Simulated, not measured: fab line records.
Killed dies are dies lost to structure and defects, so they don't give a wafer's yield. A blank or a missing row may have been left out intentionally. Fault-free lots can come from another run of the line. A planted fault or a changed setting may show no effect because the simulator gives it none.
Chamber matching :: flow n5-finfet :: 3 sister chambers for N5_BEOL_M0_SAQP_ALD_48 on ald-sin-03
The step deposits SiO2, target thk 20 nm, pulse time 1 s, co reactant pulse time 1 s. 14 wafers are shown with their chamber, then 4 later ones without.

== WAFERS PAIRED WITH THEIR CHAMBERS ==
wafer: L079.3
chamber: 1
heater-power-w (W): 69
precursor-pulse-height-rel: 0.994

wafer: L079.4
chamber: 3
heater-power-w (W): 83
precursor-pulse-height-rel: 1.006

wafer: L079.6
chamber: 0
heater-power-w (W): 77
precursor-pulse-height-rel: 1.029

wafer: L081.1
chamber: 3
heater-power-w (W): 86
precursor-pulse-height-rel: 1.004

wafer: L081.5
chamber: 0
heater-power-w (W): 78
precursor-pulse-height-rel: 0.996

wafer: L081.6
chamber: 3
heater-power-w (W): 85
precursor-pulse-height-rel: 0.992

wafer: L088.1
chamber: 3
heater-power-w (W): 85
precursor-pulse-height-rel: 1.000

wafer: L088.3
chamber: 0
heater-power-w (W): 78
precursor-pulse-height-rel: 0.995

wafer: L088.4
chamber: 1
heater-power-w (W): 70
precursor-pulse-height-rel: 1.000

wafer: L089.1
chamber: 3
heater-power-w (W): 83
precursor-pulse-height-rel: 1.010

wafer: L089.4
chamber: 1
heater-power-w (W): 71
precursor-pulse-height-rel: 1.025

wafer: L089.5
chamber: 3
heater-power-w (W): 85
precursor-pulse-height-rel: 1.036

wafer: L092.2
chamber: 3
heater-power-w (W): 87
precursor-pulse-height-rel: 1.008

wafer: L092.3
chamber: 1
heater-power-w (W): 71
precursor-pulse-height-rel: 1.026

SIGNATURES (averages over the wafers above)
reading: heater-power-w
chamber 0: 77.67
chamber 1: 70.25
chamber 3: 84.86
scatter within a chamber: 1.22

reading: precursor-pulse-height-rel
chamber 0: 1.00667
chamber 1: 1.01125
chamber 3: 1.00800
scatter within a chamber: 0.0157
Rule: for each reading, subtract the chamber's mean from the wafer's reading, divide by that reading's scatter and square the result; add these up over the readings and take the root, which gives the wafer's distance from the chamber. If the next closest chamber is less than 2 further off than the closest, the wafer can't be placed; otherwise it belongs to the closest. The scatter: the root of (the sum of the squares of (reading less its chamber's mean) over the shown wafers, divided by (wafers less chambers)).

== WAFERS WITH NO CHAMBER GIVEN ==
wafer: L093.1
heater-power-w (W): 84
precursor-pulse-height-rel: 0.981

wafer: L093.6
heater-power-w (W): 84
precursor-pulse-height-rel: 0.985

wafer: L094.2
heater-power-w (W): 72
precursor-pulse-height-rel: 1.009

wafer: L094.5
heater-power-w (W): 78
precursor-pulse-height-rel: 1.018

== THE CHAMBER EACH PASSED THROUGH ==
wafer: L093.1
from the rows above: 3
in truth: 3

wafer: L093.6
from the rows above: 3
in truth: 3

wafer: L094.2
from the rows above: 1
in truth: 1

wafer: L094.5
from the rows above: 0
in truth: 0
Correct placement for 4 of the 4. Can't be placed from these rows: 0. 0 placed wrongly.
